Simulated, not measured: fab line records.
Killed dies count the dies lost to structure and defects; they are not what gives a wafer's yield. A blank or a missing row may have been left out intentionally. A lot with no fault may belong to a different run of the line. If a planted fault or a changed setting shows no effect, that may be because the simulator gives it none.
2 desks, one fault	flow n5Finfet	what lay behind the numbers comes last; until then each desk has only its own

THE METROLOGY DESK
Lot by lot, what the gauges showed, no matter which tool ran the lot: averages of those sampled wafers that carry a number. Any lot whose mean is over 4 standard deviations away from the usual mean is out of limits and marked OUT; that distance is given in the brackets. 7 of its 11 readings are shown, namely those furthest out on some lot.
Columns: A = cdNm at N5_MOL_CONTACT_COAG_CD_MEAS_99, usual 17.2 nm; B = DIBL_N at N5_BEOL_M4_RC_MEAS_101, usual 37.0 mV/V; C = DIBL_P at N5_BEOL_M4_RC_MEAS_101, usual 37.0 mV/V; D = IOFF_N at N5_BEOL_M4_RC_MEAS_101, usual 0.17 nA/um; E = ION_N at N5_BEOL_M4_RC_MEAS_101, usual 679 uA/um; F = VT_N at N5_BEOL_M4_RC_MEAS_101, usual 249 mV; G = VT_P at N5_BEOL_M4_RC_MEAS_101, usual -249 mV
lot	first seen here	A	B	C	D	E	F	G
L179	day 6 03:44	16.9	37.0	38.0	0.20	693	247	-244
L184	day 7 11:08	16.9	37.7	38.9	0.18	679	249	-246
L187	day 8 06:16	17.7	34.9	34.3	0.14	674	250	-248
L190	day 9 00:49	17.4	35.8	38.7	0.18	682	249	-245
L191	day 9 09:24	17.6	34.8	33.4	0.13	661	253	-256
L196	day 10 15:04	17.2	37.1	35.6	0.16	674	250	-251
Finding of this desk: none of the 6 lots has anything out of limits.

FOR THE TOOL OWNER'S DESK: aldMetal-04
The tool's own readings at N5_MOL_CONTACT_COAG_ALD_20 (deposits TiN, target thk 1.5 nm, pulse time 1 s, purge time 3 s): means of the sampled wafers that have a number, for each lot that ran on this tool. Any lot whose mean is over 4 standard deviations away from the usual mean is out of limits and marked OUT; that distance is given in the brackets.
Columns: A = heaterPowerW at N5_MOL_CONTACT_COAG_ALD_20, usual 875 W; B = precursorPulseHeightRel at N5_MOL_CONTACT_COAG_ALD_20, usual 1.000
lot	first seen here	A	B
L179	day 6 04:30	889	1.009
L190	day 9 01:40	848	0.991
L191	day 9 11:10	866	0.997
Finding of this desk: none of the 3 lots has anything out of limits.

PUT TOGETHER
Nothing out of limits was seen by the metrology desk.
Nothing out of limits was seen by the tool owner's desk.

WHAT THE SIMULATOR HAD INSERTED
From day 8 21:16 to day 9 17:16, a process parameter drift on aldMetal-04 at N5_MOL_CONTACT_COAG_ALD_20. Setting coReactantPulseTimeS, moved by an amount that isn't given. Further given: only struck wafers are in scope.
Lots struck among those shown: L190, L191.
